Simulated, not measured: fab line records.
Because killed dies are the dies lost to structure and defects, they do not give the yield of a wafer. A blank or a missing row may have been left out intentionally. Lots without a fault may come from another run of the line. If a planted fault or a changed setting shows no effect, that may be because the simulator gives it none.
Struck lot and sound lot, side by side :: flow n5Finfet :: 19 steps out of a route of 1938
Sound: wafers L865.1, L865.4, L865.5. Struck: wafers L878.3, L878.4, L878.5. At the end, the cause is stated.
At each step with rows: each side's tool, then ch and its chambers, then its first start. Under that, the readings that differ: sound wafers :: struck wafers :: difference of the means :: sigmas: that difference in standard deviations of wafers without a fault.
alike: readings with means less than 2 such deviations apart, plus words and numbers identical on both sides. not compared: withheld readings, readings lacking a value on some wafer, bounds such as >300 that could conceal the same value, and numbers that have no deviation in the record and whose values overlap.
A row with sigmas, a row that says differs or no value, or rows on one side alone: a step with any of these is where the two part. When numbers do not overlap yet have no deviation, they are printed without sigmas and do not part them. A reading missing from all wafers of one side parts the sides only when that side holds two or more wafers.

first, 2 steps without rows for these wafers: N5_BEOL_M3_STRIP_65 (strips in N2/H2); N5_BEOL_M3_STRIP_75 (strips in N2/H2).
N5_BEOL_M3_STRIP_66: strips in CF4.
  sound on rieDiel-01 ch 0,1,2, day 7 15:13; struck on rieDiel-01 ch 0,1,3, day 11 09:47
  alike: cf4FlowSccm, drypumpMotorCurrentA, oesProductAu, powerW, rfVppV, showerheadPlenumPTorr, throttleValvePct
  not compared: rfHoursCounterH
N5_BEOL_M3_HM_OPEN_17: chemistry Cl2/BCl3, target TiN, target depth 20 nm, overetch 6 nm.
  sound on rieMetal-01 ch 0,1, day 7 15:16; struck on rieMetal-03 ch 0,1, day 11 09:52
  alike: biasW, drypumpMotorCurrentA, oesProductAu, throttleValvePct
  not compared: rfHoursCounterH
N5_BEOL_M3_STRIP_19: strips in O2.
  sound on rieDiel-02 ch 2,3, day 7 15:23; struck on rieDiel-02 ch 0,1,2, day 11 10:14
  alike: drypumpMotorCurrentA, oesProductAu, rfVppV, showerheadPlenumPTorr, throttleValvePct
  not compared: rfHoursCounterH
N5_BEOL_M3_CD_MEAS_18: pitch 36 nm, target cd 18 nm.
  struck on cdSem-03, day 11 10:19; sound on cdSem-02, day 7 15:27
  alike: cdNm
then, 6 steps without rows for these wafers: N5_BEOL_M3_COAT_67 (time 60 s, resist thk 60 nm); N5_BEOL_M3_COAT_68 (time 60 s, resist thk 12 nm); N5_BEOL_M3_COAT_76 (time 60 s, resist thk 5 nm); N5_BEOL_M3_COAT_22 (resist thk 30 nm); N5_BEOL_M3_EBR_24; N5_BEOL_M3_SOFTBAKE_23 (time 60 s).
N5_BEOL_M3_EXPOSE_25: exposes mask V2, defocus 5 nm.
  sound on euvScanner-01 ch 0, day 7 15:44; struck on euvScanner-02 ch 0, day 11 10:30
reading: exposureDoseMJCm2
sound: 62.88 62.95 62.87
struck: 60.67 60.72 60.63
difference: -2.23
sigmas: -31
  alike: mask
then, 2 steps without rows for these wafers: N5_BEOL_M3_PEB_26 (peb time 60 s); N5_BEOL_M3_DEVELOP_27 (develop time 30 s).
N5_BEOL_M3_CD_MEAS_28: target cd 25.7 nm, target cd y 23.3 nm.
  sound on cdSem-02 ch 0, day 7 15:53; struck on cdSem-03 ch 0, day 11 10:38
reading: cdNm (nm)
sound: 25.84 25.69 25.56
struck: 24.58 24.96 25.38
difference: -0.72
sigmas: -3
N5_BEOL_M3_OVL_MEAS_29:
  sound on overlay-01 ch 0, day 7 15:55; struck on overlay-02 ch 0, day 11 10:40
  alike: V2_OVL
N5_BEOL_M4_RC_MEAS_101:
  sound on prober-02 ch 0, day 8 18:53; struck on prober-02 ch 0, day 12 19:52
reading: DIBL_N (mV/V)
sound: 36.6 36.0 37.3
struck: 33.6 33.7 32.1
difference: -3.5
sigmas: -2

reading: IOFF_N (nA/um)
sound: 0.177 0.172 0.191
struck: 0.133 0.126 0.114
difference: -0.056
sigmas: -2

reading: VT_N (mV)
sound: 247 246 248
struck: 251 253 255
difference: +6
sigmas: +2
  alike: DIBL_P, IOFF_P, ION_N, ION_P, SS_N, SS_P, VT_P
following that, these wafers have no rows for 1 step: N5_PASSIVATION_PROBE_49.

WHERE THEY PART
At N5_BEOL_M3_EXPOSE_25 first; at N5_BEOL_M4_RC_MEAS_101 last (within this record only).

WHY: what had been put in by the simulator
Process parameters drifting: euvScanner-02 at N5_BEOL_M3_EXPOSE_25, beginning at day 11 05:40. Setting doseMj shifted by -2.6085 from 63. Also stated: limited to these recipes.
